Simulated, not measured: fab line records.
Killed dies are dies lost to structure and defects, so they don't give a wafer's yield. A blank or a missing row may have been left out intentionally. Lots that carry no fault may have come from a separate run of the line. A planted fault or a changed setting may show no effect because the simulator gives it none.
A struck lot beside a sound one    flow nandHarc    15 out of 1302 route steps
Sound: wafers L565.1, L565.2, L565.3. Wafers struck: L576.1, L576.3, L576.6. The cause comes at the end.
At each step with rows: each side's tool, then ch and its chambers, then its first start. Under that, the readings that differ: sound wafers    struck wafers    difference of the means    sigmas: that difference in standard deviations of wafers without a fault.
alike: a reading whose means differ by less than 2 such deviations, as well as words and numbers matching on both sides. not compared: withheld readings; readings where some wafer has no value; bounds like >300 that might hide an equal value; numbers whose values overlap and for which the record gives no deviation.
A row with sigmas, a row that says differs or no value, or rows on one side alone: a step with any of these is where the two part. When numbers do not overlap yet have no deviation, they are printed without sigmas and do not part them. A reading missing from all wafers of one side parts the sides only when that side holds two or more wafers.

first, 8 steps without rows for these wafers: NHARC_P_ZERO_WELL_HMDS_04 (time 30 s); NHARC_P_ZERO_WELL_COAT_64 (time 65 s); NHARC_P_ZERO_WELL_COAT_05 (resist thk 600 nm); NHARC_P_ZERO_WELL_SOFTBAKE_06 (time 70 s); NHARC_P_ZERO_WELL_EBR_07; NHARC_P_ZERO_WELL_EXPOSE_08 (exposes mask P ZERO, target cd 500 nm); NHARC_P_ZERO_WELL_PEB_09 (peb time 80 s); NHARC_P_ZERO_WELL_DEVELOP_10 (time 50 s).
NHARC_P_ZERO_WELL_CD_MEAS_11 targets a cd of 500 nm.
  sound on cdSem-03 ch 0, day 3 13:28; struck on cdSem-01 ch 0, day 8 03:14
  alike: cdNm
then, 1 step without rows for these wafers: NHARC_P_ZERO_WELL_HARDBAKE_12 (time 65 s).
NHARC_P_ZERO_WELL_DESCUM_13: chemistry O2, time 3 s.
  sound on rieDiel-01 ch 1,2,3, day 3 13:37; struck on rieDiel-01 ch 1,3, day 8 03:25
  alike: drypumpMotorCurrentA, oesProductAu, rfVppV, showerheadPlenumPTorr, throttleValvePct
  not compared: rfHoursCounterH
NHARC_P_ZERO_WELL_ETCH_65: etches the open film in N2/H2, target depth 80 nm, overetch 24 nm, time 87.88 s.
  sound on rieDiel-01 ch 0,1,2, day 3 13:43; struck on rieDiel-01 ch 1,2,3, day 8 03:29
  alike: biasW, chamberPressureMTorr, drypumpMotorCurrentA, oesProductAu, rfVppV, showerheadPlenumPTorr, throttleValvePct
  not compared: rfHoursCounterH
NHARC_P_ZERO_WELL_ETCH_62: etches the open film in CHF3/Ar, target depth 13 nm, time 6.5 s.
  sound on rieDiel-01 ch 0,1,2, day 3 13:49; struck on rieDiel-01 ch 0,2, day 8 03:35
  no value came back on the struck wafers for any of 9 readings (biasW (W), chamberPressureMTorr (mTorr) and others); on the sound wafers biasW (W) reads 200.3 200.0 198.9
NHARC_P_ZERO_WELL_ETCH_63: etches the open film in HBr/Cl2, target depth 120 nm, time 40.1 s.
  sound on rieSi-05 ch 0,1,2, day 3 13:53; struck on rieSi-05 ch 0,1,2, day 8 03:41
  alike: biasW, chamberPressureMTorr, drypumpMotorCurrentA, oesProductAu, throttleValvePct
  not compared: rfHoursCounterH
-- break in the record here, with 22 days between the starts of the struck wafers on either side (left off in module P_ZERO_WELL, picked up again in module END, where the first step shown is number 1302 on the route) --
NHARC_END_SORT_01:
  the record has rows for the struck wafers here (prober-02 ch 0, day 30 08:56) and none for the sound ones

## WHERE THEY PART
First at NHARC_P_ZERO_WELL_ETCH_62; last, within this record, at NHARC_END_SORT_01.

WHY: the cause the simulator had injected
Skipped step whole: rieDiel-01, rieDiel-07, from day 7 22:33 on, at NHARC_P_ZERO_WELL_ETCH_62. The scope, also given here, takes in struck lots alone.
